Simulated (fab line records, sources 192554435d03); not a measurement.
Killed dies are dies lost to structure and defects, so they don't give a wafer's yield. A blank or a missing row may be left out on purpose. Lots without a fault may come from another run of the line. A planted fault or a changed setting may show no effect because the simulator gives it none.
Split-lot experiment | flow n5_finfet | 7 lots, 21 wafers read, on a route of 1938 steps

THE SPLIT
At N5_BEOL_M15_COAT_04 (resist thk 800 nm), the setting spin_rpm was moved away from the recipe's 1704 rpm on 7 of the 21 wafers read, by -5.6% to +5.0%. The other wafers ran this setting at the recipe's value.

The reading is taken at the split's own step.

THE READING
coat_of_BEOL_M15_COAT_04.thk_nm (the simulator's own value, which no gauge read), in nm, at N5_BEOL_M15_COAT_04 (resist thk 800 nm). The file gives no usual value for it. The 14 wafers here that ran the recipe average 800.5 nm, standard deviation 1.9 nm.

wafer  | tool, chamber at the split | spin_rpm as run, rpm | against the recipe | coat_of_BEOL_M15_COAT_04.thk_nm, nm | against lot-mates on the recipe
L081.1 | litho_track-05, 0          | 1704                 | recipe             | 800.4                               | -
L081.3 | litho_track-05, 0          | 1704                 | recipe             | 799.4                               | -
L081.4 | litho_track-05, 0          | 1624                 | -4.7%              | 822.2                               | +22.3
L080.2 | litho_track-04, 0          | 1704                 | recipe             | 799.6                               | -
L080.4 | litho_track-04, 0          | 1704                 | recipe             | 801.6                               | -
L080.6 | litho_track-04, 0          | 1704                 | recipe             | 804.4                               | -
L082.2 | litho_track-04, 0          | 1704                 | recipe             | 796                                 | -
L082.3 | litho_track-04, 0          | 1790                 | +5.0%              | 776.4                               | -19.6
L082.5 | litho_track-04, 0          | 1790                 | +5.0%              | 780                                 | -16.0
L088.1 | litho_track-05, 0          | 1704                 | recipe             | 802.2                               | -
L088.3 | litho_track-05, 0          | 1704                 | recipe             | 799.4                               | -
L088.5 | litho_track-05, 0          | 1704                 | recipe             | 801                                 | -
L091.2 | litho_track-01, 0          | 1704                 | recipe             | 800                                 | -
L091.3 | litho_track-01, 0          | 1704                 | recipe             | 802.6                               | -
L091.4 | litho_track-01, 0          | 1704                 | recipe             | 800.8                               | -
L094.1 | litho_track-04, 0          | 1651                 | -3.1%              | 812.2                               | +12.6
L094.3 | litho_track-04, 0          | 1651                 | -3.1%              | 811.8                               | +12.2
L094.5 | litho_track-04, 0          | 1704                 | recipe             | 799.6                               | -
L097.3 | litho_track-05, 0          | 1609                 | -5.6%              | 822.4                               | +22.4
L097.4 | litho_track-05, 0          | 1704                 | recipe             | 800                                 | -
L097.6 | litho_track-05, 0          | 1609                 | -5.6%              | 823.2                               | +23.2

THE FIT
A straight line over all 21 wafers: coat_of_BEOL_M15_COAT_04.thk_nm changes by -4.21 nm for each +1% of spin_rpm; r = -0.99; the points scatter about the line by 1.9 nm.
The same after taking each lot's own level away (the mean of its wafers on the recipe; 21 wafers): -3.95 nm for each +1%; r = -0.99; scatter 1.6 nm.
On that fit, the largest move of spin_rpm shifts the reading by 22 nm.
The lots' own levels span 796.00 to 801.87 nm, that is 3.1 times the standard deviation above.
So the lot-to-lot level changes the slope little: the two slopes agree.
Check: with one of the wafers moved furthest among these (-5.6%) left out of the fit, the line predicts +22.5 nm for it against its lot-mates. It came out at +22.4 nm against them.

OTHER SPLITS ON THESE WAFERS
These wafers also went through other splits before the reading. Each is held against what the fit with the lots' levels taken away leaves over:
other split on the same wafers | wafers away from the commonest value | r with coat_of_BEOL_M15_COAT_04.thk_nm (lot level and that fit taken away)
N5_BEOL_M11_COAT_22 spin_rpm   | 6                                    | -0.21
N5_BEOL_M11_ETCH_66 time_s     | 9                                    | -0.12
N5_BEOL_M12_COAT_65 spin_rpm   | 9                                    | +0.06
N5_BEOL_M13_SPUTTER_43 time_s  | 5                                    | +0.23

THE FILE'S OWN FIT
coat_of_BEOL_M15_COAT_04.thk_nm changes by -4.08 nm for each +1% of spin_rpm, r = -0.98.
